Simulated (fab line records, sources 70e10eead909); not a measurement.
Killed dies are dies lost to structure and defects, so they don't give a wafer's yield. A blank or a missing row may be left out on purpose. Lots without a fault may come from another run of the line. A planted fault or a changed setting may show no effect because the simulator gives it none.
fab line records | flow nand_harc
record lots=7 wafers=21 last_day=33
route steps=1302 shown A_STAIRCASE@696 END@1302
lots that met no fault: from a run of the same line without faults
start_h: hours from the record's first day to the start of the lot's first wafer shown | wait_h: hours since the lot's step before | " the same as in the row above | L1.1+2: a row that stands for several wafers | - no value, or no start given | * or withheld: withheld | < > ~ a bound
route shown NAME@n: a module of which the file shows steps, and the number in the route of the first | usual: mean/standard deviation of fault-free wafers | same: alike in all rows | chamber/n: place in a boat | sites: the reading at each site | _std_site: their standard deviation | _edge_site: outer sites' mean less inner sites' | radius_mm: how far each site lies from the wafer's centre | mask NAME#n: copy n | behind: the tool/chamber that last shaped the wafer | hold: why the lot was held/for how many hours/how that ended | device: the transistor (n, p or np) that didn't switch | end of line: the same wafers' tests at the end of the route | a step without rows: its recipe alone | killed: dies lost to structure and defects at the first sort, not the wafer's yield | map: a wafer's dies, x killed, . not, _ none there
set.NAME: the setting as run; set.NAME@STEP: as run at that earlier step | model.NAME: the simulator's own value behind a step, which no gauge read
lots at some steps of the route; a table a step, a row a wafer
services: from which hour (start_h, from the record's first day; less than 0 if before it) a tool's chamber was out of use, for how many hours, and why
## steps
# step NHARC_A_STAIRCASE_PEB_182
# recipe peb_temp_c=115 peb_time_s=130
# step NHARC_A_STAIRCASE_DEVELOP_183
# recipe time_s=140
# step NHARC_A_STAIRCASE_HARDBAKE_185
# recipe temp_c=120 time_s=140
# step NHARC_A_STAIRCASE_DESCUM_186
# recipe time_s=3 o2_flow_sccm=200 ar_flow_sccm=0 bias_power_w=0 chemistry=O2
# step NHARC_A_STAIRCASE_TRIM_187
# recipe time_s=211.2 o2_flow_sccm=500 ar_flow_sccm=0 bias_w=0 chemistry=O2
# usual chamber_pressure_mTorr=60.01/0.057 drypump_motor_current_A=5.9/0.49 mfc_ar_sccm=0.004/0.0061 oes_product_au=0.998/0.011 rf_vpp_V=57.9/0.88 showerhead_plenum_p_Torr=3.56/0.16 throttle_valve_pct=17.036/0.0086
# columns lot.wafer tool chamber start_h wait_h chamber_pressure_mTorr drypump_motor_current_A mfc_ar_sccm oes_product_au rf_hours_counter_h rf_vpp_V showerhead_plenum_p_Torr throttle_valve_pct
L160.1 rie_diel-04 0 393.05 0.1 60.03 6.1 0 0.991 8 57.7 3.65 17.039
L160.6 " 2 " " 59.91 6.1 0.010 1.016 - 57.1 3.80 17.030
L160.5 " 3 " " 60.00 6.4 0 0.993 - 57.8 3.44 17.033
L163.2 rie_diel-13 0 433.95 0.1 60.04 5.9 0 0.989 32 57.5 3.41 17.038
L163.3 " 3 " " 59.89 6.6 0.000 0.999 31 57.3 3.31 17.036
L163.4 " 3 " " 60.05 6.6 0.000 0.996 - 56.9 3.31 17.015
L171.4 rie_diel-13 1 510.73 0.1 60.00 5.5 0.011 0.999 50 58.6 3.78 17.042
L171.1 " 2 " " 59.99 5.9 0 1.014 51 59.2 3.52 17.017
L171.5 " 2 " " 60.01 5.9 0 1.011 - 57.5 3.52 17.037
L172.3 rie_diel-08 0 519.52 0.1 59.96 5.6 0 1.004 42 58.4 3.54 17.044
L172.2 " 2 " " 60.02 5.4 0 1.001 38 57.1 3.51 17.039
L172.6 " 0 " " 60.09 5.5 0 1.003 - 58.4 3.54 17.020
L173.1 rie_diel-08 0 519.77 0.1 59.95 5.5 0 1.007 43 58.3 3.54 17.043
L173.5 " 3 " " 59.89 5.5 0.014 1.008 - 57.9 3.37 17.013
L173.6 " 0 " " 59.94 5.5 0 1.000 - 58.8 3.54 17.042
L174.1 rie_diel-04 0 553.13 0.1 59.97 6.1 0 0.972 7 57.0 3.62 17.038
L174.2 " 1 " " 60.14 4.8 0 0.991 6 59.0 3.68 17.032
L174.3 " 3 " " 60.01 6.4 0 0.995 6 57.8 3.41 17.039
L179.3 rie_diel-13 3 589.91 0.2 60.03 6.6 0.000 0.988 23 58.6 3.29 17.052
L179.1 " 0 " " 60.09 5.9 0 0.988 21 57.6 3.38 17.033
L179.6 " 2 " " 60.03 5.9 0 1.023 - 58.4 3.51 17.026
# step NHARC_A_STAIRCASE_ETCH_188
# recipe target_depth_a=1000 time_s=40.5 ion_energy_ev=400 c4f8_flow_sccm=20 o2_flow_sccm=10 ar_flow_sccm=withheld rf_w=600 bias_w=1000 chemistry=C4F8/O2
# step NHARC_A_STAIRCASE_TRIM_189
# recipe time_s=211.2 o2_flow_sccm=500 ar_flow_sccm=0 bias_w=0 chemistry=O2
# usual chamber_pressure_mTorr=60.00/0.054 drypump_motor_current_A=5.8/0.51 mfc_ar_sccm=0.004/0.0059 oes_product_au=0.999/0.011 rf_vpp_V=57.8/1.1 showerhead_plenum_p_Torr=3.56/0.16 throttle_valve_pct=17.037/0.01
# columns lot.wafer tool chamber start_h wait_h chamber_pressure_mTorr drypump_motor_current_A mfc_ar_sccm oes_product_au rf_hours_counter_h rf_vpp_V showerhead_plenum_p_Torr throttle_valve_pct
L160.1 rie_diel-04 3 - - 60.00 6.4 0 1.010 2 57.0 3.44 17.035
L160.5 " 0 " " 60.03 6.1 0 0.986 - 57.3 3.65 17.035
L160.6 " 1 " " 60.02 4.8 0 1.002 - 57.9 3.71 17.041
L163.3 rie_diel-13 3 - - 60.03 6.6 0.000 0.998 31 56.5 3.31 17.023
L163.2 " 0 " " 59.99 5.9 0 0.989 32 57.5 3.41 17.051
L163.4 " 0 " " 60.00 5.9 0 0.991 - 55.9 3.41 17.046
L171.4 rie_diel-13 2 - - 59.99 5.9 0 1.012 51 59.6 3.52 17.028
L171.1 " 0 " " 59.93 5.9 0 0.989 54 58.6 3.40 17.039
L171.5 " 2 " " 60.01 5.9 0 1.009 - 58.3 3.52 17.047
L172.3 rie_diel-08 3 - - 59.99 5.5 0.014 1.003 48 58.0 3.37 17.027
L172.2 " 1 " " 60.05 5.9 0.021 1.007 44 57.9 3.47 17.035
L172.6 " 3 " " 60.02 5.5 0.014 1.001 - 58.1 3.37 17.044
L173.1 rie_diel-08 1 - - 60.02 5.9 0.021 1.005 44 57.7 3.47 17.048
L173.6 " 2 " " 59.81 5.4 0 1.009 - 57.8 3.51 17.027
L173.5 " 3 " " 59.90 5.5 0.014 1.013 - 56.3 3.37 17.026
L174.1 rie_diel-04 2 - - 59.99 6.0 0.010 1.019 6 58.7 3.78 17.027
L174.3 " 3 " " 60.00 6.4 0 1.000 7 56.9 3.41 17.026
L174.2 " 1 " " 60.03 4.8 0 0.980 7 57.7 3.68 17.037
L179.1 rie_diel-13 2 - - 60.07 5.9 0 1.024 25 56.8 3.51 17.036
L179.3 " 0 " " 59.99 5.9 0 1.005 21 56.1 3.38 17.032
L179.6 " 2 " " 60.02 5.9 0 1.018 - 57.4 3.51 17.031
# step NHARC_A_STAIRCASE_ETCH_190
# recipe target_depth_a=1000 time_s=40.5 ion_energy_ev=400 c4f8_flow_sccm=20 o2_flow_sccm=10 ar_flow_sccm=withheld rf_w=600 bias_w=1000 chemistry=C4F8/O2
# usual bias_w=1000/3.2 chamber_pressure_mTorr=25.005/0.027 oes_product_au=0.940/0.011 rf_vpp_V=897/5.8
# columns lot.wafer tool chamber start_h wait_h bias_w chamber_pressure_mTorr oes_product_au rf_hours_counter_h rf_vpp_V
L160.1 rie_diel-04 1 - - 1000 25.041 0.930 8 902
L160.6 " 2 " " 996 25.002 0.948 - 906
L160.5 " 3 " " 1005 24.978 0.941 - 893
L163.2 rie_diel-13 0 - - 1002 25.019 0.931 33 892
L163.3 " 3 " " 1000 24.982 0.941 32 888
L163.4 " 3 " " 1001 24.980 0.939 - 887
L171.4 rie_diel-13 3 - - 995 25.014 0.949 57 887
L171.1 " 2 " " 998 24.994 0.947 51 896
L171.5 " 0 " " 1008 25.022 0.928 - 892
L172.3 rie_diel-08 1 - - 998 25.017 0.949 44 893
L172.2 " 0 " " 1002 25.017 0.942 43 897
L172.6 " 2 " " 999 24.999 0.936 - 895
L173.1 rie_diel-08 3 - - 998 24.992 0.941 49 891
L173.6 " 3 " " 995 25.010 0.946 - 889
L173.5 " 0 " " 1000 25.024 0.939 - 897
L174.3 rie_diel-04 1 - - 1000 25.002 0.938 7 901
L174.1 " 2 " " 996 25.024 0.952 7 905
L174.2 " 0 " " 999 24.968 0.935 7 899
L179.1 rie_diel-13 1 - - 997 24.967 0.927 24 904
L179.3 " 3 " " 997 24.997 0.930 25 886
L179.6 " 3 " " 999 25.017 0.932 - 888
# step NHARC_A_STAIRCASE_TRIM_191
# recipe time_s=211.2 o2_flow_sccm=500 ar_flow_sccm=0 bias_w=0 chemistry=O2
# usual chamber_pressure_mTorr=60.00/0.052 drypump_motor_current_A=5.8/0.51 mfc_ar_sccm=0.004/0.0063 oes_product_au=0.999/0.011 rf_vpp_V=58.0/0.86 showerhead_plenum_p_Torr=3.57/0.16 throttle_valve_pct=17.036/0.0096
# columns lot.wafer tool chamber start_h wait_h chamber_pressure_mTorr drypump_motor_current_A mfc_ar_sccm oes_product_au rf_hours_counter_h rf_vpp_V showerhead_plenum_p_Torr throttle_valve_pct
L160.1 rie_diel-04 2 - - 60.01 6.0 0.010 1.012 6 59.0 3.80 17.047
L160.5 " 3 " " 60.05 6.4 0 1.016 - 58.7 3.44 17.035
L160.6 " 0 " " 60.07 6.1 0 0.981 - 58.4 3.65 17.033
L163.2 rie_diel-13 0 - - 60.01 5.9 0 0.983 33 57.5 3.41 17.027
L163.3 " 1 " " 59.99 5.5 0.011 1.005 33 58.6 3.79 17.062
L163.4 " 1 " " 59.93 5.5 0.011 1.001 - 56.5 3.79 17.035
L171.1 rie_diel-13 0 - - 60.02 5.9 0 0.990 54 56.5 3.40 17.029
L171.4 " 1 " " 60.02 5.5 0.011 1.001 50 57.8 3.78 17.050
L171.5 " 0 " " 60.09 5.9 0 0.993 - 58.3 3.40 17.043
L172.2 rie_diel-08 1 - - 59.94 5.9 0.021 1.009 44 58.3 3.47 17.037
L172.3 " 2 " " 60.05 5.4 0 1.010 38 57.5 3.51 17.029
L172.6 " 2 " " 59.96 5.4 0 0.997 - 58.6 3.51 17.032
L173.1 rie_diel-08 3 - - 60.09 5.5 0.014 1.001 49 57.0 3.37 17.032
L173.5 " 1 " " 60.03 5.9 0.021 0.991 - 58.1 3.47 17.053
L173.6 " 2 " " 60.02 5.4 0 0.993 - 58.1 3.51 17.025
L174.1 rie_diel-04 0 - - 59.96 6.1 0 0.977 7 57.5 3.62 17.044
L174.3 " 1 " " 59.97 4.8 0 0.992 7 59.0 3.68 17.045
L174.2 " 3 " " 59.99 6.4 0 0.993 7 57.9 3.41 17.042
L179.3 rie_diel-13 3 - - 60.04 6.6 0.000 0.993 25 56.5 3.28 17.039
L179.1 " 2 " " 60.07 5.9 0 1.026 26 57.3 3.51 17.041
L179.6 " 2 " " 60.03 5.9 0 1.020 - 57.1 3.51 17.059
# step NHARC_A_STAIRCASE_ETCH_192
# recipe target_depth_a=1000 time_s=40.5 ion_energy_ev=400 c4f8_flow_sccm=20 o2_flow_sccm=10 ar_flow_sccm=withheld rf_w=600 bias_w=1000 chemistry=C4F8/O2
# usual bias_w=999/3.2 chamber_pressure_mTorr=24.998/0.023 oes_product_au=0.942/0.012 rf_vpp_V=897/5.8
# columns lot.wafer tool chamber start_h wait_h bias_w chamber_pressure_mTorr oes_product_au rf_hours_counter_h rf_vpp_V
L160.1 rie_diel-04 3 - - 1000 25.012 0.953 2 892
L160.6 " 0 " " 1002 24.947 0.925 - 899
L160.5 " 1 " " 997 24.971 0.929 - 902
L163.3 rie_diel-13 0 - - 996 25.009 0.928 33 892
L163.2 " 1 " " 998 24.996 0.933 33 904
L163.4 " 0 " " 997 25.004 0.937 - 891
L171.4 rie_diel-13 1 - - 1001 25.024 0.922 50 906
L171.1 " 2 " " 1007 24.984 0.950 51 896
L171.5 " 1 " " 1001 24.978 0.936 - 904
L172.3 rie_diel-08 3 - - 1004 25.011 0.949 49 891
L172.2 " 0 " " 1003 25.050 0.938 43 898
L172.6 " 1 " " 1000 25.019 0.943 - 893
L173.1 rie_diel-08 2 - - 1002 24.980 0.925 38 896
L173.6 " 2 " " 996 24.963 0.932 - 896
L173.5 " 3 " " 998 24.981 0.947 - 890
L174.3 rie_diel-04 3 - - 993 24.980 0.953 7 892
L174.1 " 0 " " 1000 24.984 0.927 7 899
L174.2 " 1 " " 1003 24.973 0.933 7 900
L179.1 rie_diel-13 3 - - 1005 24.979 0.941 25 886
L179.3 " 1 " " 1000 25.039 0.935 25 903
L179.6 " 3 " " 999 25.039 0.942 - 888
# step NHARC_A_STAIRCASE_TRIM_193
# recipe time_s=211.2 o2_flow_sccm=500 ar_flow_sccm=0 bias_w=0 chemistry=O2
# step NHARC_A_STAIRCASE_ETCH_194
# recipe target_depth_a=1000 time_s=40.5 ion_energy_ev=400 c4f8_flow_sccm=20 o2_flow_sccm=10 ar_flow_sccm=withheld rf_w=600 bias_w=1000 chemistry=C4F8/O2
# usual bias_w=999.4/2.8 chamber_pressure_mTorr=25.000/0.021 oes_product_au=0.942/0.013 rf_vpp_V=897/5.9
# columns lot.wafer tool chamber start_h wait_h bias_w chamber_pressure_mTorr oes_product_au rf_hours_counter_h rf_vpp_V
L160.1 rie_diel-04 1 394.12 - 996.5 24.990 0.927 9 901
L160.6 " 3 " " 1004.7 25.014 0.945 - 893
L160.5 " 0 " " 999.2 25.012 0.917 - 900
L163.3 rie_diel-13 3 436.13 - 1001.1 24.976 0.952 33 888
L163.2 " 0 " " 1000.8 24.978 0.935 34 892
L163.4 " 1 " " 1004.7 25.002 0.943 - 904
L171.1 rie_diel-13 0 511.58 - - - - - -
L171.4 " 1 " " - - - - -
L171.5 " 2 " " - - - - -
L172.2 rie_diel-08 0 520.54 - - - - - -
L172.3 " 1 " " - - - - -
L172.6 " 3 " " - - - - -
L173.1 rie_diel-08 1 520.73 - - - - - -
L173.5 " 3 " " - - - - -
L173.6 " 0 " " - - - - -
L174.2 rie_diel-04 2 553.98 - 1003.0 24.998 0.966 7 905
L174.3 " 3 " " 997.9 25.010 0.942 7 892
L174.1 " 0 " " 1000.5 24.981 0.911 7 899
L179.1 rie_diel-13 1 592.12 - 1000.7 24.954 0.928 25 903
L179.3 " 2 " " 999.7 24.973 0.975 27 897
L179.6 " 3 " " 1000.8 25.012 0.944 - 888
# step NHARC_END_SORT_01
# recipe temp_c=25
# usual killed_at_array=55/20 killed_at_other=1.2/1.3 killed_at_periphery=4.0/3 killed_dies=60/21 killed_open=3.2/1.9 killed_short=2.5/1.6
# same gross_dies=677
# columns lot.wafer tool chamber start_h wait_h killed_at_array killed_at_other killed_at_periphery killed_dies killed_open killed_short
L171.1 prober-02 0 714.68 2.5 671 2 4 677 3 2
L171.4 prober-02 0 717.13 3.5 669 3 5 677 6 3
L171.5 prober-02 0 717.95 3.8 675 1 1 677 3 3
L173.1 prober-02 0 723.74 2.5 671 2 4 677 5 2
L173.5 prober-02 0 726.94 3.7 671 1 5 677 2 5
L173.6 prober-02 0 727.74 4.0 675 0 2 677 6 2
L172.2 prober-01 0 724.50 2.8 670 0 7 677 3 2
L172.3 prober-01 0 725.29 3.1 675 0 2 677 1 1
L172.6 prober-01 0 727.68 4.0 677 0 0 677 1 2
# killed by level:class
L171.1 A_STAIRCASE:area_etch=627 A_CHANNEL_HOLE_D1:chamber_film_flake=30 P_ZERO_WELL:chamber_film_flake=3 A_CONTACT:chamber_film_flake=3 A_SGD_CUT:chamber_film_flake=2 A_SLIT:chamber_film_flake=2 THIN_TSV:chamber_film_flake=2 P_GATE:geometric_particle:short=1
L171.4 A_STAIRCASE:area_etch=615 A_CHANNEL_HOLE_D1:chamber_film_flake=34 A_SLIT:chamber_film_flake=7 THIN_TSV:chamber_film_flake=3 A_CHANNEL_FILL_D1:geometric_particle:short=2 P_ZERO_WELL:chamber_film_flake=2 A_STAIRCASE:chamber_film_flake=2 A_CONTACT:chamber_film_flake=2
L171.5 A_STAIRCASE:area_etch=629 A_CHANNEL_HOLE_D1:chamber_film_flake=34 A_STAIRCASE:chamber_film_flake=3 A_SLIT:chamber_film_flake=3 A_CHANNEL_HOLE_D1:geometric_particle:short=2 P_M0:geometric_particle:open=1 A_DECK1_JOINT:geometric_particle:open=1 A_SGD_CUT:geometric_particle:short=1
L173.1 A_STAIRCASE:area_etch=593 A_CHANNEL_HOLE_D1:chamber_film_flake=32 A_SLIT:chamber_film_flake=23 A_CONTACT:chamber_film_flake=7 P_GATE:chamber_film_flake=3 A_STAIRCASE:chamber_film_flake=3 A_ONON_D2:geometric_particle:open=2 A_WL_FILL:chamber_film_flake=2
L172.2 A_STAIRCASE:area_etch=606 A_CHANNEL_HOLE_D2:chamber_film_flake=26 A_CHANNEL_HOLE_D1:chamber_film_flake=10 A_SLIT:chamber_film_flake=7 A_ZERO_WELL:chamber_film_flake=5 A_WL_FILL:chamber_film_flake=4 P_STI:chamber_film_flake=3 A_CONTACT:chamber_film_flake=3
L172.3 A_STAIRCASE:area_etch=650 A_CHANNEL_HOLE_D2:chamber_film_flake=12 A_CHANNEL_HOLE_D1:chamber_film_flake=5 A_STAIRCASE:chamber_film_flake=3 P_STI:chamber_film_flake=2 A_CONTACT:chamber_film_flake=2 A_ONON_D1:geometric_particle:open=1 A_WL_FILL:geometric_particle:short=1
L173.5 A_STAIRCASE:area_etch=589 A_CHANNEL_HOLE_D1:chamber_film_flake=33 A_SLIT:chamber_film_flake=32 A_CONTACT:chamber_film_flake=6 A_WL_FILL:chamber_film_flake=3 A_M0:geometric_particle:short=2 P_CONTACT:chamber_film_flake=2 A_STAIRCASE:chamber_film_flake=2
L172.6 A_STAIRCASE:area_etch=635 A_CHANNEL_HOLE_D2:chamber_film_flake=16 A_CHANNEL_HOLE_D1:chamber_film_flake=8 A_SLIT:chamber_film_flake=7 A_CONTACT:chamber_film_flake=5 A_CHANNEL_FILL_D1:geometric_particle:short=1 A_DECK1_JOINT:geometric_particle:open=1 A_BLC:geometric_particle:short=1
L173.6 A_STAIRCASE:area_etch=586 A_CHANNEL_HOLE_D1:chamber_film_flake=37 A_SLIT:chamber_film_flake=31 A_STAIRCASE:chamber_film_flake=4 A_WL_FILL:chamber_film_flake=4 A_CONTACT:chamber_film_flake=4 A_CHANNEL_FILL_D2:geometric_particle:open=2 A_M0:chamber_film_flake=2
# map L171.1 (x killed, . not)
____________x____________
_________xxxxxxx_________
_______xxxxxxxxxxx_______
______xxxxxxxxxxxxx______
_____xxxxxxxxxxxxxxx_____
____xxxxxxxxxxxxxxxxx____
____xxxxxxxxxxxxxxxxx____
___xxxxxxxxxxxxxxxxxxx___
___xxxxxxxxxxxxxxxxxxx___
__xxxxxxxxxxxxxxxxxxxxx__
__xxxxxxxxxxxxxxxxxxxxx__
_xxxxxxxxxxxxxxxxxxxxxxx_
_xxxxxxxxxxxxxxxxxxxxxxx_
_xxxxxxxxxxxxxxxxxxxxxxx_
_xxxxxxxxxxxxxxxxxxxxxxx_
_xxxxxxxxxxxxxxxxxxxxxxx_
xxxxxxxxxxxxxxxxxxxxxxxxx
xxxxxxxxxxxxxxxxxxxxxxxxx
xxxxxxxxxxxxxxxxxxxxxxxxx
xxxxxxxxxxxxxxxxxxxxxxxxx
xxxxxxxxxxxxxxxxxxxxxxxxx
_xxxxxxxxxxxxxxxxxxxxxxx_
_xxxxxxxxxxxxxxxxxxxxxxx_
_xxxxxxxxxxxxxxxxxxxxxxx_
_xxxxxxxxxxxxxxxxxxxxxxx_
_xxxxxxxxxxxxxxxxxxxxxxx_
__xxxxxxxxxxxxxxxxxxxxx__
__xxxxxxxxxxxxxxxxxxxxx__
___xxxxxxxxxxxxxxxxxxx___
___xxxxxxxxxxxxxxxxxxx___
____xxxxxxxxxxxxxxxxx____
____xxxxxxxxxxxxxxxxx____
_____xxxxxxxxxxxxxxx_____
______xxxxxxxxxxxxx______
_______xxxxxxxxxxx_______
_________xxxxxxx_________
____________x____________
# map L172.2 (x killed, . not)
____________x____________
_________xxxxxxx_________
_______xxxxxxxxxxx_______
______xxxxxxxxxxxxx______
_____xxxxxxxxxxxxxxx_____
____xxxxxxxxxxxxxxxxx____
____xxxxxxxxxxxxxxxxx____
___xxxxxxxxxxxxxxxxxxx___
___xxxxxxxxxxxxxxxxxxx___
__xxxxxxxxxxxxxxxxxxxxx__
__xxxxxxxxxxxxxxxxxxxxx__
_xxxxxxxxxxxxxxxxxxxxxxx_
_xxxxxxxxxxxxxxxxxxxxxxx_
_xxxxxxxxxxxxxxxxxxxxxxx_
_xxxxxxxxxxxxxxxxxxxxxxx_
_xxxxxxxxxxxxxxxxxxxxxxx_
xxxxxxxxxxxxxxxxxxxxxxxxx
xxxxxxxxxxxxxxxxxxxxxxxxx
xxxxxxxxxxxxxxxxxxxxxxxxx
xxxxxxxxxxxxxxxxxxxxxxxxx
xxxxxxxxxxxxxxxxxxxxxxxxx
_xxxxxxxxxxxxxxxxxxxxxxx_
_xxxxxxxxxxxxxxxxxxxxxxx_
_xxxxxxxxxxxxxxxxxxxxxxx_
_xxxxxxxxxxxxxxxxxxxxxxx_
_xxxxxxxxxxxxxxxxxxxxxxx_
__xxxxxxxxxxxxxxxxxxxxx__
__xxxxxxxxxxxxxxxxxxxxx__
___xxxxxxxxxxxxxxxxxxx___
___xxxxxxxxxxxxxxxxxxx___
____xxxxxxxxxxxxxxxxx____
____xxxxxxxxxxxxxxxxx____
_____xxxxxxxxxxxxxxx_____
______xxxxxxxxxxxxx______
_______xxxxxxxxxxx_______
_________xxxxxxx_________
____________x____________
## services
# columns tool chamber start_h hours kind
rie_diel-04 2 372.79 4.0 repair
rie_diel-13 0 375.56 - clean
rie_diel-13 1 375.56 - clean
rie_diel-13 2 375.56 - clean
rie_diel-13 3 375.56 - clean
rie_diel-04 3 380.24 6.1 repair
rie_diel-04 1 398.20 6.0 repair
rie_diel-13 0 400.06 - clean
rie_diel-13 1 400.06 - clean
rie_diel-13 2 400.06 - clean
rie_diel-13 3 400.06 - clean
rie_diel-13 0 426.49 - clean
rie_diel-13 1 426.49 - clean
rie_diel-13 2 426.49 - clean
rie_diel-13 3 426.49 - clean
rie_diel-13 0 450.99 - clean
rie_diel-13 1 450.99 - clean
rie_diel-08 2 464.98 26.5 repair
rie_diel-13 1 502.11 6.3 repair
rie_diel-13 3 503.17 2.0 repair
rie_diel-13 - 519.06 9.0 pm
rie_diel-04 - 533.45 9.0 pm
rie_diel-08 - 545.13 9.0 pm
rie_diel-13 0 590.19 16.5 repair
## key
first_sign step=NHARC_A_STAIRCASE_ETCH_194 reading=tool_record direction=missing
effect step=NHARC_END_SORT_01 reading=killed_at_array direction=up sigmas=30 usual=55 struck=673
more_kills_born_at NHARC_A_STAIRCASE_ETCH_194@rie_diel-08=3659 NHARC_A_STAIRCASE_ETCH_194@rie_diel-13=1870
met_at NHARC_A_STAIRCASE_ETCH_194
struck_wafers L171.1,L171.4,L171.5,L172.2,L172.3,L172.6,L173.1,L173.5,L173.6
later_rows_left_out L171.1,L171.4,L171.5,L172.2,L172.3,L172.6,L173.1,L173.5,L173.6
tester_left_out L171,L172,L173
onset_between 436.13 511.58
fault kind=skipped_step_whole tool=rie_diel-08,rie_diel-13 chamber=- onset_h=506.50 steps=NHARC_A_STAIRCASE_ETCH_194 scope=struck_lots_only
# tester_left_out: of these lots the tester's yield and bins aren't shown, on N5 and GAA mostly nor the transistor test; their killed dies are dies lost to structure and defects alone, not to doping, threshold or leakage, so they don't give the yield
# later_rows_left_out: the simulator's readings of these wafers behind a module that went badly wrong aren't trusted and aren't shown, but for the sort
